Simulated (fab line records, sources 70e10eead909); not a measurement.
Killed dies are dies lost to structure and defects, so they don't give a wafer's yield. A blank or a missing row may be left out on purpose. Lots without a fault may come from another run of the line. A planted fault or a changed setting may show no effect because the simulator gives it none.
Chamber matching | flow nand_harc | NHARC_A_M0_DEP_32 on pecvd-03: 3 sister chambers
The step deposits SiCN, target thk 30 nm. 3 wafers are shown with their chamber, then 10 later ones without.

WAFERS WITH THEIR CHAMBER
wafer  | chamber | showerhead_vpp_V (V)
L081.5 | 2       | 1261
L084.1 | 0       | 1216
L084.4 | 1       | 1358

WAFERS WITHOUT THEIR CHAMBER
wafer  | showerhead_vpp_V (V)
L084.5 | 1235
L085.2 | 1223
L085.5 | 1209
L085.6 | 1276
L087.2 | 1286
L087.3 | 1373
L087.4 | 1210
L088.3 | 1276
L088.4 | 1371
L088.6 | 1203

WHICH CHAMBER EACH WENT THROUGH
wafer  | from the rows above     | in truth
L084.5 | can't be placed: 0 or 2 | 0
L085.2 | 0                       | 0
L085.5 | 0                       | 0
L085.6 | 2                       | 2
L087.2 | 2                       | 2
L087.3 | 1                       | 1
L087.4 | 0                       | 0
L088.3 | 2                       | 2
L088.4 | 1                       | 1
L088.6 | 0                       | 0
Placed correctly: 9 of 10. Can't be placed from these rows: 1 (the true chamber is among the candidates in 1). Placed wrongly: 0.
How it was worked out, from the rows above alone: a wafer's distance from a chamber is the root of the sum, over the readings, of the square of ((its reading less the chamber's mean) divided by the reading's scatter). The wafer belongs to the nearest chamber; if the next one is less than 2 further off, it can't be placed. A chamber's mean is the mean of its shown wafers. The scatter: with one shown wafer a chamber, the root of the mean of the squares of how far each hidden wafer lies from its nearest shown one.
